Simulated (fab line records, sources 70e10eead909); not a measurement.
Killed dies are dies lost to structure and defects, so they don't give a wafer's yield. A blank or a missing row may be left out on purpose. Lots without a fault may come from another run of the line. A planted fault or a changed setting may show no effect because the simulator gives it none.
Problem report in the 8D (eight disciplines) form, filled by code | flow nand_harc | the parts of the form that need people (team, actions taken, sign-off) are left out

1. THE PROBLEM
raw_defect_count at NHARC_P_M2_INSPECT_11 reads a mean of 559.0 on 2 wafers of 2 lots; wafers without a fault read 4.2 with a standard deviation of 2.4. That is +99 or more standard deviations from the usual mean.
First seen on wafer L563.1, day 9 11:03, on defect_inspect-01. The record holds 36 wafers of 12 lots with a number at this step. Rule for "out", or "out of limits": more than 4 standard deviations from the usual mean. The other wafers with a number count as sound.

2. WHAT IT IS AND WHAT IT IS NOT
question                    | is                                   | is not
which readings at this step | raw_defect_count                     | -
which lots                  | L563, L564                           | L553, L554, L555, L556, L557, L559, L569, L570, L574, L575
which wafers of those lots  | L563.1, L564.5                       | L563.5, L563.6, L564.2, L564.3
read on which gauges        | defect_inspect-01, defect_inspect-02 | -
when                        | from day 9 11:03                     | up to then (20 sound wafers); but 14 sound wafers of L564, L569, L570, L574, L575 came after

3. SUSPECTS, AND WHAT RULES EACH OUT
Counting: a tool at a process step up to the reading stays a suspect if it ran every lot that is out. Sound lots after the first of them don't rule it out here, since some wafers of a struck lot are sound.
- the gauge at NHARC_P_M2_INSPECT_11: ruled out. The wafers that are out were read on 2 gauges (defect_inspect-01, defect_inspect-02).
- pecvd-03 at NHARC_P_M1_DEP_33 (deposits SiCN, target thk 30 nm): kept. It ran every lot that is out, first L563 (day 9 09:37); its last sound lot up to then is L555 (day 7 07:29).
- Within pecvd-03 at NHARC_P_M1_DEP_33: the wafers that are out ran in chamber 2; their sound lot-mates ran in chambers 0, 1.
Left after counting: pecvd-03 at NHARC_P_M1_DEP_33.

4. THE CAUSE (what the simulator had put in)
Chamber particle source: pecvd-03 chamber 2, from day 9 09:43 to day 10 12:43, at NHARC_P_M1_DEP_33. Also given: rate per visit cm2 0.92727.
Counting left only this tool.

5. THE CHAIN OF EFFECTS, in route order
Each row: a reading whose mean over the struck wafers that have a number lies more than 3 standard deviations from the usual. Only readings for which the record gives a usual standard deviation are gone through. hours: the time from each lot's start at the first step in this table that gives one to its start at this step, as a median over the lots. sigmas: the change in usual standard deviations.
hours | step                  | reading              | usual  | on struck wafers | change | sigmas
0     | NHARC_P_M2_INSPECT_11 | raw_defect_count     | 4.2    | 559.0            | +554.8 | +99 or more
319   | NHARC_END_SORT_01     | defect_limited_yield | 95.8 % | 84.5             | -11.2  | -9.4
319   | NHARC_END_SORT_01     | killed_at_periphery  | 3.4    | 87.0             | +83.6  | +36
319   | NHARC_END_SORT_01     | killed_dies          | 28     | 104              | +76    | +9.6
319   | NHARC_END_SORT_01     | sort_bin_2_pct       | 1.3 %  | 7.2              | +5.9   | +11
319   | NHARC_END_SORT_01     | sort_bin_3_pct       | 0.23 % | 3.62             | +3.39  | +17
319   | NHARC_END_SORT_01     | sort_n_pass          | 649    | 572              | -76    | -9.6
319   | NHARC_END_SORT_01     | sort_yield_pct       | 95.8 % | 84.5             | -11.2  | -9.4

6. WHAT WOULD HAVE CAUGHT IT SOONER
In this record the first reading out of limits at a measuring or inspecting step was taken at day 9 11:03, 1 hour after the fault began at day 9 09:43.
Of the tool readings at NHARC_P_M1_DEP_33 for which the record gives a usual standard deviation, none was out on any struck wafer, so an alarm limit of 4 standard deviations on them would not have fired.
All the lots that are out (2) had begun NHARC_P_M1_DEP_33 on pecvd-03 by day 9 11:03. A hold on the tool at that time would have spared none of them.
